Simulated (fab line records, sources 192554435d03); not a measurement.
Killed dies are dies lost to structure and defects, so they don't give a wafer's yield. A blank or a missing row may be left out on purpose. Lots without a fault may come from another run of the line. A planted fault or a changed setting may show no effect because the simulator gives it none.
Split-lot experiment | flow n5_finfet | 7 lots, 21 wafers read, on a route of 1938 steps

THE SPLIT
At N5_MIM_TOP_LITHO_EXPOSE_05 (exposes mask MIM TOP, target cd 2000 nm), the setting dose_mj was moved away from the recipe's 20.5 on 8 of the 21 wafers read, by -2.4% to +5.9%. The other wafers ran this setting at the recipe's value.

FROM THE SPLIT TO THE READING: what the file shows between them, 3 steps
- N5_MIM_TOP_LITHO_PEB_06
- N5_MIM_TOP_LITHO_DEVELOP_07: develop time 60 s
- N5_MIM_TOP_LITHO_HARDBAKE_09: time 120 s

THE READING
cd_nm, in nm, at N5_MIM_TOP_LITHO_CD_MEAS_08 (target cd 2000 nm). Fault-free wafers of this fab line usually give 2000.7 nm, standard deviation 1.8 nm.

wafer  | tool, chamber at the split | dose_mj as run | against the recipe | cd_nm, nm | against lot-mates on the recipe
L075.1 | krf_scanner-01, 0          | 20.5           | recipe             | 1997.8    | -
L075.3 | krf_scanner-01, 0          | 20.11          | -1.9%              | 2000.8    | +3.0
L075.4 | krf_scanner-01, 0          | 20.11          | -1.9%              | 2001.5    | +3.7
L083.1 | krf_scanner-02, 0          | 20.5           | recipe             | 2000.3    | -
L083.3 | krf_scanner-02, 0          | 21.7           | +5.9%              | 1991.2    | -8.9
L083.4 | krf_scanner-02, 0          | 20.5           | recipe             | 1999.9    | -
L085.1 | krf_scanner-01, 0          | 20.5           | recipe             | 2000.3    | -
L085.3 | krf_scanner-01, 0          | 20.5           | recipe             | 1999.6    | -
L085.4 | krf_scanner-01, 0          | 20.5           | recipe             | 2000.9    | -
L088.1 | krf_scanner-02, 0          | 20.5           | recipe             | 1997.3    | -
L088.3 | krf_scanner-02, 0          | 20             | -2.4%              | 2004.2    | +6.9
L088.6 | krf_scanner-02, 0          | 20             | -2.4%              | 2004.3    | +7.0
L091.1 | krf_scanner-02, 0          | 21.35          | +4.1%              | 1994.0    | -7.1
L091.4 | krf_scanner-02, 0          | 21.35          | +4.1%              | 1994.7    | -6.4
L091.5 | krf_scanner-02, 0          | 20.5           | recipe             | 2001.1    | -
L095.3 | krf_scanner-02, 0          | 21.4           | +4.4%              | 1993.8    | -7.0
L095.4 | krf_scanner-02, 0          | 20.5           | recipe             | 2000.3    | -
L095.6 | krf_scanner-02, 0          | 20.5           | recipe             | 2001.3    | -
L096.1 | krf_scanner-01, 0          | 20.5           | recipe             | 2001.9    | -
L096.5 | krf_scanner-01, 0          | 20.5           | recipe             | 2002.5    | -
L096.6 | krf_scanner-01, 0          | 20.5           | recipe             | 2001.4    | -

THE FIT
A straight line over all 21 wafers: cd_nm changes by -1.42 nm for each +1% of dose_mj; r = -0.93; the points scatter about the line by 1.3 nm.
The same after taking each lot's own level away (the mean of its wafers on the recipe; 21 wafers): -1.77 nm for each +1%; r = -0.98; scatter 0.93 nm.
On that fit, the largest move of dose_mj shifts the reading by 10 nm.
The lots' own levels span 1997.30 to 2001.93 nm, that is 2.6 times the standard deviation above.
So the lot-to-lot level changes the slope: the two fits differ.
Check: with one of the wafers moved furthest among these (+5.9%) left out of the fit, the line predicts -10.5 nm for it against its lot-mates. It came out at -8.9 nm against them.

THE FILE'S OWN FIT
cd_nm changes by -1.67 nm for each +1% of dose_mj, r = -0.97.
